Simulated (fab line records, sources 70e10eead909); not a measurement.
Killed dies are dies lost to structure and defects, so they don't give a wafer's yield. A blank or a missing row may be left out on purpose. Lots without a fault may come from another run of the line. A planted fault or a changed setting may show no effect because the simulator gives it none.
A sampling plan put to the test | flow nand_harc | one fab line, 43 faults that these records tell of, each judged on the records of the lots that it struck
The plan is the line's own looks: the steps of the route at which a gauge or an inspection reads the wafer and doesn't change it. A look can be judged if struck wafers have a number there and the file gives its usual mean and standard deviation on fault-free wafers. Caught: at a look after the fault's first step, the mean of the struck wafers lies 4 or more of those standard deviations (sigma) from the usual mean. On the tool: the same test on the tool's own readings at the fault's steps. Another recipe on the struck wafers, or a record that is blank for them alone, also counts as caught.

THE FAULTS, as the simulator had put them in
1. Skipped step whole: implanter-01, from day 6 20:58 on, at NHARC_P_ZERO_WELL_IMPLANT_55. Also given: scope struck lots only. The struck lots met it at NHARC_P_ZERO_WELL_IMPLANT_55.
2. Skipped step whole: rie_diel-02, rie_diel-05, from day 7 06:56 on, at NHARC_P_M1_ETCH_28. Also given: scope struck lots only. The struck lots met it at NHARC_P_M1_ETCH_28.
3. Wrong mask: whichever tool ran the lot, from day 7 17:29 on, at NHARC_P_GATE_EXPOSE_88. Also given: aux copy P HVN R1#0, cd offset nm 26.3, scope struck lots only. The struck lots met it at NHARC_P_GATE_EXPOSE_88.
4. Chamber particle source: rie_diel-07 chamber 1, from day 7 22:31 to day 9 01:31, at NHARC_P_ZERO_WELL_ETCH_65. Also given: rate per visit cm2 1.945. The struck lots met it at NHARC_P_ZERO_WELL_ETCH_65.
5. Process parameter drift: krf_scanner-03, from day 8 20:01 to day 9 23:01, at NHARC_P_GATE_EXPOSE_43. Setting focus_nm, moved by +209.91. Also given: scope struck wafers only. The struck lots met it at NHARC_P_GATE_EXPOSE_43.
6. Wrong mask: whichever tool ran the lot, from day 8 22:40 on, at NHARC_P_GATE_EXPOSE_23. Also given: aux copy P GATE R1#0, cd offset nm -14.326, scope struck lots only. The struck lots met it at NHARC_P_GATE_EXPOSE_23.
7. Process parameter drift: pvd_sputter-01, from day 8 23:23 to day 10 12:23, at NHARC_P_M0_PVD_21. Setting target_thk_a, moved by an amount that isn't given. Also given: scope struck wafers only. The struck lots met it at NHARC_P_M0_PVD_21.
8. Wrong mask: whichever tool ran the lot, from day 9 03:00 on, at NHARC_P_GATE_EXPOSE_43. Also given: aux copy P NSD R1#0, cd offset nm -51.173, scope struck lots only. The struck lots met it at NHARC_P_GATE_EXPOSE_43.
9. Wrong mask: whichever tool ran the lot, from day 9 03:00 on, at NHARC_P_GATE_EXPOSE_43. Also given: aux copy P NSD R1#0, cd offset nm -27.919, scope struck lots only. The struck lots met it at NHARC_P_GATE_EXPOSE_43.
10. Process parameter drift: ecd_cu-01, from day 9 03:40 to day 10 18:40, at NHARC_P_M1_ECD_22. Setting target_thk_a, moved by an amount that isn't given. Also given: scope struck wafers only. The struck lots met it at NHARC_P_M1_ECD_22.
11. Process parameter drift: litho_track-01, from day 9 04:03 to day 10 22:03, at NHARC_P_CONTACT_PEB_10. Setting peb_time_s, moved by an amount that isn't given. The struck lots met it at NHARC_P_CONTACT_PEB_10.
12. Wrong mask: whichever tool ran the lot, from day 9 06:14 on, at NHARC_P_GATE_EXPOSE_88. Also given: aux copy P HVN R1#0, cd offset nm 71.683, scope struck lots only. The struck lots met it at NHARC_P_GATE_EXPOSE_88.
13. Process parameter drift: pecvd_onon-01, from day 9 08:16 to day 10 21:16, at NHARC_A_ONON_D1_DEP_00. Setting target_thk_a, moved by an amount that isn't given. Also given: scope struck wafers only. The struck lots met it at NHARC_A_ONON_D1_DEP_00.
14. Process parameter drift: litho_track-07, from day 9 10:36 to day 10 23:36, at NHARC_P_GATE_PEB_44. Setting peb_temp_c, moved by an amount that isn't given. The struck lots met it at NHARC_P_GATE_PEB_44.
15. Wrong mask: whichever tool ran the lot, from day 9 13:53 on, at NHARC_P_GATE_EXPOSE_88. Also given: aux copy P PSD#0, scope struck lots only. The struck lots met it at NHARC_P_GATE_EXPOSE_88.
16. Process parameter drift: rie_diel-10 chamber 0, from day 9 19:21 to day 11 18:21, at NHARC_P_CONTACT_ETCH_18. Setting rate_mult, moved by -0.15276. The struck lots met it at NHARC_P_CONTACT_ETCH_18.
17. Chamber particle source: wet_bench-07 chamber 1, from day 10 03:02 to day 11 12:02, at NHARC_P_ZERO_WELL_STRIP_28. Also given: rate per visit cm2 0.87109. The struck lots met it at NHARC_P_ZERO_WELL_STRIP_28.
18. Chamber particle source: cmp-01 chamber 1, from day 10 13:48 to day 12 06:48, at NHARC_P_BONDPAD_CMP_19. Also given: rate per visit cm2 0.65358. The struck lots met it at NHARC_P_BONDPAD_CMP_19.
19. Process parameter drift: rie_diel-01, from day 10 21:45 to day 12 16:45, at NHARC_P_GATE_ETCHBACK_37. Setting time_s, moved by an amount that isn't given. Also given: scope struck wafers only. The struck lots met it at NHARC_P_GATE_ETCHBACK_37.
20. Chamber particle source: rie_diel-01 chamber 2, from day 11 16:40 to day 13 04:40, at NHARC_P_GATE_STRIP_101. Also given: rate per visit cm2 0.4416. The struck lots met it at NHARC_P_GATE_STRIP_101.
21. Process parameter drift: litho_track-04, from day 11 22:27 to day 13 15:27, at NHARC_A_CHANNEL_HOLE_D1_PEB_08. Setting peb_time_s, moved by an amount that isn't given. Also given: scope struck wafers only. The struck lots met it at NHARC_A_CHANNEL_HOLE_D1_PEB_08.
22. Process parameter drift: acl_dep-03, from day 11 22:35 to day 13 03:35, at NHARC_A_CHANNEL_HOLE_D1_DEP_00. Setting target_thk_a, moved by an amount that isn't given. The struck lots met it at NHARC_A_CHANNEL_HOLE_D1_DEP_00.
23. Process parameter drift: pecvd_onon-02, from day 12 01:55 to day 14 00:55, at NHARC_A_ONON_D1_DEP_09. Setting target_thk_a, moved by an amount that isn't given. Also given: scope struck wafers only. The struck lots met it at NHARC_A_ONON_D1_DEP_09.
24. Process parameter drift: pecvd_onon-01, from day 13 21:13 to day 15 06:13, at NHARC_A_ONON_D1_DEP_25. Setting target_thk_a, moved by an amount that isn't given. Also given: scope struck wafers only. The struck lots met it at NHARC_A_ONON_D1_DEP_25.
25. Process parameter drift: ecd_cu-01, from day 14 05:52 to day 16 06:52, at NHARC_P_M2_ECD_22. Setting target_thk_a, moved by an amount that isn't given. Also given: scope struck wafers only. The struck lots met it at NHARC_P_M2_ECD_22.
26. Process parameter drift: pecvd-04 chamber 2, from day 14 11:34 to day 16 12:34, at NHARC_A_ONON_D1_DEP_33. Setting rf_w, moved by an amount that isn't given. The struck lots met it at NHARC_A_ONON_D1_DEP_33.
27. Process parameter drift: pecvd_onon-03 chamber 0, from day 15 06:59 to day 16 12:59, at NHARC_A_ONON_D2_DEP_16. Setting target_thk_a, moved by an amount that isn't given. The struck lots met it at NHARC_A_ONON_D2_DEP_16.
28. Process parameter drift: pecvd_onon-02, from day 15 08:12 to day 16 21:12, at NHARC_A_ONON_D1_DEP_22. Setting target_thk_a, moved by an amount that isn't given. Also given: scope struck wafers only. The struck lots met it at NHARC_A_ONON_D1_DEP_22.
29. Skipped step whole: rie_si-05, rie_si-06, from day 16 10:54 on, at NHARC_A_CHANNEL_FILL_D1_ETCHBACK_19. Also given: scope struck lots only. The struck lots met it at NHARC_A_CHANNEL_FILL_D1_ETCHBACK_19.
30. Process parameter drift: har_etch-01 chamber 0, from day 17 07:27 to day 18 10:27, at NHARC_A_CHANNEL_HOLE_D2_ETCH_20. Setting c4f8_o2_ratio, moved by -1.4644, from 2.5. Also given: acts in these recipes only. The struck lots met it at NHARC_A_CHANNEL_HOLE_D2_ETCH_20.
31. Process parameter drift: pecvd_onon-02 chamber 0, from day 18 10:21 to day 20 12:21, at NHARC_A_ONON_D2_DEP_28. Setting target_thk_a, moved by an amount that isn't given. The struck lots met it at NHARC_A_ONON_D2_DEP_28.
32. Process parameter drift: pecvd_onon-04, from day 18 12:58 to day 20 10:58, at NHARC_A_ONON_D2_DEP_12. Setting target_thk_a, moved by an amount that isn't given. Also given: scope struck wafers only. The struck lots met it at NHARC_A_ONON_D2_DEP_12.
33. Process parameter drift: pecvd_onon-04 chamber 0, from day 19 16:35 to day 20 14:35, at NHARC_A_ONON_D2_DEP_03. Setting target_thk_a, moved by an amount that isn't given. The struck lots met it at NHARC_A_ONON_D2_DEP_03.
34. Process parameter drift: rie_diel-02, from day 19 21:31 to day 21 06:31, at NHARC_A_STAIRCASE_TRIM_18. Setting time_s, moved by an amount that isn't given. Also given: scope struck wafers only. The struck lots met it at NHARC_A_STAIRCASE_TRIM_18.
35. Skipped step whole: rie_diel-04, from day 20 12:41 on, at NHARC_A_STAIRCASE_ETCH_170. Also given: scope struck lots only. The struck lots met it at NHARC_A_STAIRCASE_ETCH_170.
36. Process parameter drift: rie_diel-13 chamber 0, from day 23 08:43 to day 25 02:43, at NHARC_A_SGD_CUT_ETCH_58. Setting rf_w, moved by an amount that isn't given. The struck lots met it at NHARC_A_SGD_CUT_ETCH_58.
37. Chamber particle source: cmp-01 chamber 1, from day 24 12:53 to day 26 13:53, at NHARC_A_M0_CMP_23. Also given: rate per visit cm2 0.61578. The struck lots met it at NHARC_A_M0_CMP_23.
38. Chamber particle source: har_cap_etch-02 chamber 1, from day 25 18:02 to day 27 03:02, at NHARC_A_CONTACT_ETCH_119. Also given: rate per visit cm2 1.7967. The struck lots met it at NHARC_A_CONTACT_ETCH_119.
39. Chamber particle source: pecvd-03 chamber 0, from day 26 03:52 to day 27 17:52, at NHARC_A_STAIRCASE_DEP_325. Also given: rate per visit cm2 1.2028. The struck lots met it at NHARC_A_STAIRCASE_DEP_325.
40. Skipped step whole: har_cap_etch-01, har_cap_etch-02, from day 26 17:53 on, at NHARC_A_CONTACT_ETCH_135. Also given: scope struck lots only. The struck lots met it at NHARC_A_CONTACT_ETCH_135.
41. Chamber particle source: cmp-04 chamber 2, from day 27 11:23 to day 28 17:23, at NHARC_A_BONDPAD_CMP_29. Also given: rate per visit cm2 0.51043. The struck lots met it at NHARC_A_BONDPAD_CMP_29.
42. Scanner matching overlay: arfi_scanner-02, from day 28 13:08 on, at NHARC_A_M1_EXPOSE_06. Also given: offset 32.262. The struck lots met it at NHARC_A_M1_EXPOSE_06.
43. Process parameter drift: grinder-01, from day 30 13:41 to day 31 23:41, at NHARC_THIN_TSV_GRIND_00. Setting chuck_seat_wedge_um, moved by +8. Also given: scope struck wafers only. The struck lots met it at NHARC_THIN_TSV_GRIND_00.

WHAT THE PLAN SAW
fault | on the tool itself                                | first look that catches it                   | reading, sigma                                                   | median hours from its first step to that look | hours from the fault's start to the first struck lot there | judged looks passed uncaught
1     | the tool's record is blank for the struck wafers  | NHARC_END_SORT_01                            | killed_at_periphery +99 or beyond                                | 552.8                                         | 551                                                        | 0
2     | the tool's record is blank for the struck wafers  | NHARC_END_SORT_01                            | killed_at_periphery +99 or beyond                                | 431.2                                         | 440                                                        | 0
3     | no reading that can be judged                     | NHARC_P_GATE_CD_MEAS_91                      | cd_nm +20                                                        | 0.2                                           | 3                                                          | 0
4     | only faintly: showerhead_plenum_p_Torr +2.2 sigma | NHARC_P_ZERO_WELL_INSPECT_43                 | raw_defect_count +99 or beyond                                   | 7.1                                           | 23                                                         | 1
5     | under 2 sigma                                     | NHARC_P_GATE_CD_MEAS_46                      | cd_nm +5.1                                                       | 0.2                                           | 3                                                          | 0
6     | no reading that can be judged                     | NHARC_P_GATE_CD_MEAS_26                      | cd_nm -31                                                        | 0.1                                           | 3                                                          | 0
7     | under 2 sigma                                     | NHARC_END_SORT_01                            | killed_at_periphery +99 or beyond                                | 463.0                                         | 476                                                        | 0
8     | under 2 sigma                                     | NHARC_P_GATE_CD_MEAS_46                      | cd_nm -44                                                        | 0.2                                           | 5                                                          | 0
9     | no reading that can be judged                     | NHARC_P_GATE_CD_MEAS_46                      | cd_nm -25                                                        | 0.2                                           | 5                                                          | 0
10    | no reading that can be judged                     | no look after it can be judged               | -                                                                | -                                             | -                                                          | 0
11    | no reading that can be judged                     | NHARC_P_CONTACT_CD_MEAS_12                   | cd_nm +4.1                                                       | 0.1                                           | 2                                                          | 0
12    | no reading that can be judged                     | NHARC_P_GATE_CD_MEAS_91                      | cd_nm +55                                                        | 0.2                                           | 5                                                          | 0
13    | under 2 sigma                                     | NHARC_A_ONON_D1_THK_MEAS_02                  | thk_nm -9.0                                                      | 0.4                                           | 6                                                          | 0
14    | plate_temp_C -28 sigma                            | NHARC_P_GATE_CD_MEAS_46                      | cd_nm -6.3                                                       | 0.1                                           | 3                                                          | 0
15    | under 2 sigma                                     | NHARC_END_SORT_01                            | killed_at_periphery +99 or beyond                                | 469.7                                         | 471                                                        | 0
16    | oes_product_au -5.5 sigma                         | NHARC_END_SORT_01                            | killed_at_periphery +99 or beyond                                | 466.7                                         | 470                                                        | 1
17    | no reading that can be judged                     | NHARC_P_ZERO_WELL_INSPECT_43                 | raw_defect_count +99 or beyond                                   | 4.7                                           | 10                                                         | 2
18    | under 2 sigma                                     | NHARC_END_SORT_01                            | killed_at_periphery +99 or beyond                                | 440.8                                         | 451                                                        | 1
19    | run_length_s +44 sigma                            | NHARC_END_SORT_01                            | killed_at_periphery +99 or beyond                                | 458.7                                         | 474                                                        | 0
20    | only faintly: throttle_valve_pct -2.6 sigma       | NHARC_END_SORT_01                            | killed_at_periphery +18                                          | 499.3                                         | 500                                                        | 1
21    | under 2 sigma                                     | NHARC_A_CHANNEL_HOLE_D1_CD_MEAS_10           | cd_nm +14                                                        | 0.1                                           | 0                                                          | 0
22    | under 2 sigma                                     | NHARC_END_SORT_01                            | killed_at_array +26                                              | 407.9                                         | 409                                                        | 0
23    | no reading that can be judged                     | NHARC_A_ONON_D1_THK_MEAS_11                  | thk_nm +32                                                       | 0.4                                           | 8                                                          | 0
24    | no reading that can be judged                     | not the one look that can be judged after it | strongest: thk_nm at NHARC_A_ONON_D1_THK_MEAS_27, +3.9           | -                                             | -                                                          | 1
25    | no reading that can be judged                     | no look after it can be judged               | -                                                                | -                                             | -                                                          | 0
26    | rf_fwd_power_W -99 or beyond sigma                | NHARC_A_ONON_D1_THK_MEAS_34                  | thk_nm -11                                                       | 0.3                                           | 0                                                          | 0
27    | no reading that can be judged                     | NHARC_A_ONON_D2_THK_MEAS_18                  | thk_nm +64                                                       | 0.4                                           | 8                                                          | 0
28    | no reading that can be judged                     | NHARC_A_ONON_D1_THK_MEAS_24                  | thk_nm -30                                                       | 0.5                                           | 4                                                          | 0
29    | the tool's record is blank for the struck wafers  | NHARC_END_SORT_01                            | killed_at_array +29                                              | 361.7                                         | 373                                                        | 0
30    | under 2 sigma                                     | not the one look that can be judged after it | strongest: VT_DECK2_MEDIAN_NEAR_BOTTOM at NHARC_END_WLT_00, +3.8 | -                                             | -                                                          | 1
31    | no reading that can be judged                     | NHARC_A_ONON_D2_THK_MEAS_30                  | thk_nm -36                                                       | 0.5                                           | 17                                                         | 0
32    | no reading that can be judged                     | NHARC_A_ONON_D2_THK_MEAS_14                  | thk_nm -37                                                       | 0.5                                           | 4                                                          | 0
33    | no reading that can be judged                     | NHARC_A_ONON_D2_THK_MEAS_05                  | thk_nm -37                                                       | 0.5                                           | 3                                                          | 0
34    | run_length_s -99 or beyond sigma                  | NHARC_END_SORT_01                            | killed_at_array +20                                              | 210.6                                         | 211                                                        | 0
35    | the tool's record is blank for the struck wafers  | NHARC_END_SORT_01                            | killed_dies +29                                                  | 213.2                                         | 223                                                        | 0
36    | rf_fwd_power_W -99 or beyond sigma                | NHARC_END_SORT_01                            | killed_dies +29                                                  | 134.1                                         | 140                                                        | 0
37    | under 2 sigma                                     | NHARC_A_M1_INSPECT_11                        | raw_defect_count +9.3                                            | 1.9                                           | 3                                                          | 0
38    | the tool's record is blank for the struck wafers  | NHARC_END_SORT_01                            | killed_at_array +4.3                                             | 80.8                                          | 85                                                         | 0
39    | under 2 sigma                                     | NHARC_END_SORT_01                            | killed_dies +5.0                                                 | 142.5                                         | 148                                                        | 0
40    | the tool's record is blank for the struck wafers  | NHARC_END_SORT_01                            | killed_at_array +29                                              | 54.2                                          | 54                                                         | 0
41    | under 2 sigma                                     | NHARC_END_SORT_01                            | killed_at_array +11                                              | 36.4                                          | 42                                                         | 1
42    | no reading that can be judged                     | NHARC_A_M1_OVL_MEAS_10                       | overlay_x_nm +39                                                 | 0.2                                           | 8                                                          | 0
43    | under 2 sigma                                     | NHARC_END_SORT_01                            | killed_at_other +99 or beyond                                    | 19.4                                          | 36                                                         | 0
A dash: the fault isn't caught, or these records don't give the number.

Caught at a look: 39 of 43. Caught on the tool: 12 of 43. By one or the other: 39 of 43.
Caught at a look alone: faults 3, 4, 5, 6, 7, 8, 9, 11, 12, 13, 15, 17, 18, 20, 21, 22, 23, 27, 28, 31, 32, 33, 37, 39, 41, 42, 43.
Caught by neither: faults 10, 24, 25, 30.

THINNER SAMPLING
If the look that catches a fault measured only every second or every third lot, by lot number, the first struck lot would be measured this late in the worst case:
fault | struck lots at that look, in order of time | every lot | every second lot | every third lot
1     | L996, L997                                 | 551 h     | 571 h            | may miss all 2
2     | L348, L350, L349                           | 440 h     | 452 h            | 452 h
3     | L806                                       | 3 h       | may miss it      | may miss it
4     | L531, L532                                 | 23 h      | 31 h             | may miss all 2
5     | L310, L311, L312                           | 3 h       | 12 h             | 18 h
6     | L227                                       | 3 h       | may miss it      | may miss it
7     | L729, L731                                 | 476 h     | may miss all 2   | may miss all 2
8     | L784                                       | 5 h       | may miss it      | may miss it
9     | L963                                       | 5 h       | may miss it      | may miss it
11    | L988, L991                                 | 2 h       | 32 h             | may miss all 2
12    | L491                                       | 5 h       | may miss it      | may miss it
13    | L553, L554, L555                           | 6 h       | 16 h             | 25 h
14    | L868, L869                                 | 3 h       | 18 h             | may miss all 2
15    | L872                                       | 471 h     | may miss it      | may miss it
16    | L443                                       | 470 h     | may miss it      | may miss it
17    | L354                                       | 10 h      | may miss it      | may miss it
18    | L243, L245                                 | 451 h     | may miss all 2   | may miss all 2
19    | L575, L574, L576                           | 474 h     | 474 h            | 482 h
20    | L102                                       | 500 h     | may miss it      | may miss it
21    | L689, L693                                 | 0 h       | may miss all 2   | may miss all 2
22    | L371, L372                                 | 409 h     | 414 h            | may miss all 2
23    | L358, L360, L362                           | 8 h       | may miss all 3   | 46 h
26    | L682, L683, L687                           | 0 h       | 1 h              | 38 h
27    | L373, L374                                 | 8 h       | 29 h             | may miss all 2
28    | L558, L559                                 | 4 h       | 16 h             | may miss all 2
29    | L129, L130                                 | 373 h     | 373 h            | may miss all 2
31    | L888, L891                                 | 17 h      | 46 h             | may miss all 2
32    | L706, L708, L709                           | 4 h       | 32 h             | may miss all 3
33    | L999, L100                                 | 3 h       | 9 h              | may miss all 2
34    | L927, L928, L930                           | 211 h     | 219 h            | may miss all 3
35    | L101, L102                                 | 223 h     | 224 h            | may miss all 2
36    | L665, L667                                 | 140 h     | may miss all 2   | may miss all 2
37    | L981                                       | 3 h       | may miss it      | may miss it
38    | L274                                       | 85 h      | may miss it      | may miss it
39    | L403                                       | 148 h     | may miss it      | may miss it
40    | L716, L717                                 | 54 h      | 59 h             | may miss all 2
41    | L774, L775                                 | 42 h      | 59 h             | may miss all 2
42    | L565, L571                                 | 8 h       | may miss all 2   | may miss all 2
43    | L502                                       | 36 h      | may miss it      | may miss it
Hours are from the fault's start to the first struck lot that is measured. The limit of 4 sigma was tested on all struck wafers together, so one lot alone may lie under it. Other struck lots may not be in these records.

THE LONGEST TIMED WAY FROM STEP TO LOOK
Fault 1: a median of 552.8 hours passes between NHARC_P_ZERO_WELL_IMPLANT_55 and NHARC_END_SORT_01. No look between them can be judged.
